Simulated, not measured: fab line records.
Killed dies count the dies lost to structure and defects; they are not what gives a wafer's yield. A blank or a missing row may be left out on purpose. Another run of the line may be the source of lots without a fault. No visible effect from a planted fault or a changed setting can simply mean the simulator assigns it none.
Chamber matching	flow n5Finfet	N5_MIM_BOT_ETCH_ETCH_04 on rieDiel-04: 4 sister chambers
The step etches SiNx in CF4/O2, target depth 26 nm, time 13 s. 4 wafers are shown with their chamber, then 8 later ones without.

WAFERS WITH THEIR CHAMBER
wafer	chamber	showerheadPlenumPTorr (Torr)
L081.4	3	2.19
L084.1	0	2.31
L084.3	1	2.24
L088.1	2	2.13

WAFERS WITHOUT THEIR CHAMBER
wafer	showerheadPlenumPTorr (Torr)
L088.2	2.24
L088.5	2.31
L089.1	2.24
L089.3	2.18
L089.4	2.31
L097.1	2.12
L097.2	2.23
L097.3	2.29

CHAMBER TAKEN BY EACH
wafer	from the rows above	in truth
L088.2	1	1
L088.5	0	0
L089.1	1	1
L089.3	3	3
L089.4	0	0
L097.1	2	2
L097.2	1	1
L097.3	0	0
Correctly placed: 8 of 8. Left unplaced by these rows: 0. Number placed wrongly: 0.
How it was worked out, from the rows above alone: a wafer's distance from a chamber is the root of the sum, over the readings, of the square of ((its reading less the chamber's mean) divided by the reading's scatter). The wafer belongs to the nearest chamber; if the next one is less than 2 further off, it can't be placed. The mean given for a chamber averages the wafers shown for that chamber. The scatter: with one shown wafer a chamber, the root of the mean of the squares of how far each hidden wafer lies from its nearest shown one.
